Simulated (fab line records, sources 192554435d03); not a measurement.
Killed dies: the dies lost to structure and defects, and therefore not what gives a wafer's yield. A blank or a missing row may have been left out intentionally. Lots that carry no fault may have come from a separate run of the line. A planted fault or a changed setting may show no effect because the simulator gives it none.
Which of the tools did it? -- flow n5-finfet -- 20 wafers from 7 lots sampled at 3 of the route's 1938 steps

WHAT EACH GAUGE READ, for each wafer
N5_FIN_SAQP_THK_MEAS_05.
lot,measured,on,thk-nm (nm)
L531,day 2 15:13,film-metro-01,37.5 38.0 37.8
L533,day 3 05:24,film-metro-01,37.4 38.0 38.1
L535,day 3 15:43,film-metro-01,37.8 37.6 38.1
L537,day 4 03:28,film-metro-02,38.0 37.6 38.5
L539,day 4 16:14,film-metro-02,36.8 37.3 38.0
L545,day 6 03:52,film-metro-02,25.5 37.8
L549,day 7 03:14,film-metro-01,38.3 38.7 38.7

EACH LOT AND THE TOOL THAT RAN IT (in order: tool; ch and the chambers of the sampled wafers; start)
lot,N5_WELL_APT_EPI_41,N5_FIN_SAQP_HM_DEP_03
L531,"epi-rpcvd-04 ch 0, day 2 10:09","pecvd-01 ch 0,2, day 2 15:08"
L533,"epi-rpcvd-02 ch 0, day 2 22:53","pecvd-02 ch 0,2, day 3 05:17"
L535,"epi-rpcvd-03 ch 0, day 3 10:17","pecvd-01 ch 0,2, day 3 15:36"
L537,"epi-rpcvd-04 ch 0, day 3 22:04","pecvd-01 ch 0,2, day 4 03:23"
L539,"epi-rpcvd-04 ch 0, day 4 10:43","pecvd-01 ch 0,2, day 4 16:09"
L545,"epi-rpcvd-04 ch 0, day 5 22:20","pecvd-01 ch 1,2, day 6 03:47"
L549,"epi-rpcvd-03 ch 0, day 6 22:16","pecvd-04 ch 1,2, day 7 03:10"
- N5_WELL_APT_EPI_41: deposits Si from SiH4/H2, target thk 50 nm, time 297.7 s.
- N5_FIN_SAQP_HM_DEP_03: deposits SiNx from SiH4/NH3/N2, target thk 38 nm, time 33.6 s.

THE ANSWER, worked out from the rows above alone
Rule: what is usual is taken from the lots themselves. The widest of any qualifying gaps counts: lots, ordered by their means at a reading, are off when they make up no more than a third of the lots, leave a main group of 4 or more, and stand apart from it by 3 or more times the standard deviation of that group's means. If all means in a main group match to the digits the tables above print for the reading, that group is not used. A lot without any number at a reading at which 4 lots or more have one is off too. All remaining lots with rows at the step are treated as sound.
Off: L545 (N5_FIN_SAQP_THK_MEAS_05, thk-nm). Mean 37.9 nm and standard deviation 0.36 in the main group.
A tool fits if, at a process step before that reading, it ran every lot that is off, and no sound lot after the first of them. Those tools and the gauges at N5_FIN_SAQP_THK_MEAS_05 are tried in the same way. Can't be told from this: 3 tools fit, epi-rpcvd-04 at N5_WELL_APT_EPI_41, pecvd-01 at N5_FIN_SAQP_HM_DEP_03, film-metro-02 at N5_FIN_SAQP_THK_MEAS_05.

WHAT HAD BEEN PUT IN BY THE SIMULATOR
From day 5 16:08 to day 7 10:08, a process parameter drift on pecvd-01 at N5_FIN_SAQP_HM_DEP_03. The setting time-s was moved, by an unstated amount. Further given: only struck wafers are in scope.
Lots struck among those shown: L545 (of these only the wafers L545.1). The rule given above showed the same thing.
